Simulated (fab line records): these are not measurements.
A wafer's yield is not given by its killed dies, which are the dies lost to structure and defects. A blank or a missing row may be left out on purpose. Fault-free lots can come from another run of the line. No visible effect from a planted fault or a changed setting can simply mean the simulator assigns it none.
Check for tools in common ; flow nand-harc ; 12 lots and 36 wafers in the sample

== WHY IT WAS OPENED ==
At NHARC_P_STI_OCD_MEAS_17 the reading trench-depth-nm is flagged on 3 of 12 lots. Wafers without a fault read 300 nm, standard deviation 4.1.
Rule: a lot is flagged in two cases, either no wafer of it has a number, or all its wafers with numbers fall more than 4 standard deviations from that mean. As for the other lots, they are considered sound.

lot;measured;on;trench-depth-nm (nm), wafer by wafer;flag
L397;day 2 11:37;ocd-01;303 295 294;
L399;day 2 22:45;ocd-02;306 298 306;
L401;day 3 13:09;ocd-01;304 304 301;
L404;day 4 05:26;ocd-02;298 303 301;
L413;day 6 12:23;ocd-01;0 0 0;FLAGGED
L412;day 6 12:34;ocd-02;0 0 0;FLAGGED
L414;day 6 20:40;ocd-02;0 0 0;FLAGGED
L416;day 7 05:52;ocd-02;298 298 301;
L417;day 7 11:44;ocd-01;295 301 301;
L418;day 7 17:53;ocd-01;307 297 299;
L419;day 8 00:18;ocd-01;300 300 293;
L420;day 8 07:12;ocd-02;301 296 301;
The mean of the flagged lots' numbers is 0 nm, -300 nm from the usual (-73 standard deviations).

== EACH LOT AND THE TOOL IT RAN ON ==
The record holds 1 process step before the reading, out of a route of 1159 steps. Each cell gives the tool, then ch followed by the chambers the sampled wafers passed through, then the start.
lot;flag;NHARC_P_STI_ETCH_15
L397;;rie-si-04 ch 2,3, day 2 11:22
L399;;rie-si-02 ch 1,2, day 2 22:31
L401;;rie-si-03 ch 0,1,2, day 3 12:55
L404;;rie-si-03 ch 1,2, day 4 05:11
L413;FLAGGED;rie-si-03 ch 0,1,2, day 6 12:10
L412;FLAGGED;rie-si-02 ch 1,3, day 6 12:19
L414;FLAGGED;rie-si-04 ch 0,2,3, day 6 20:25
L416;;rie-si-03 ch 0,1,3, day 7 05:38
L417;;rie-si-04 ch 2,3, day 7 11:29
L418;;rie-si-04 ch 0,1,2, day 7 17:38
L419;;rie-si-03 ch 2,3, day 8 00:03
L420;;rie-si-02 ch 0,2, day 8 06:55
What these steps do:
- NHARC_P_STI_ETCH_15: etches the open film in HBr/Cl2, target depth 300 nm, time 100.1 s.
- NHARC_P_STI_OCD_MEAS_17

== FLAGGED AGAINST TOTAL, ONE TOOL AT A TIME (gauges that did the reading follow at the end) ==
step;tool;lots run;flagged;share of the flagged lots;sound lots run after its first flagged lot
NHARC_P_STI_ETCH_15;rie-si-02;3;1;some;1 (L420)
NHARC_P_STI_ETCH_15;rie-si-03;5;1;some;2 (L416,L419)
NHARC_P_STI_ETCH_15;rie-si-04;4;1;some;2 (L417,L418)
NHARC_P_STI_OCD_MEAS_17;ocd-01;6;1;some;3 (L417,L418,L419)
NHARC_P_STI_OCD_MEAS_17;ocd-02;6;2;some;2 (L416,L420)

== WHAT THE TABLE ALLOWS ==
No row of the table ran every flagged lot.

== WHAT THE SIMULATOR HAD INSERTED ==
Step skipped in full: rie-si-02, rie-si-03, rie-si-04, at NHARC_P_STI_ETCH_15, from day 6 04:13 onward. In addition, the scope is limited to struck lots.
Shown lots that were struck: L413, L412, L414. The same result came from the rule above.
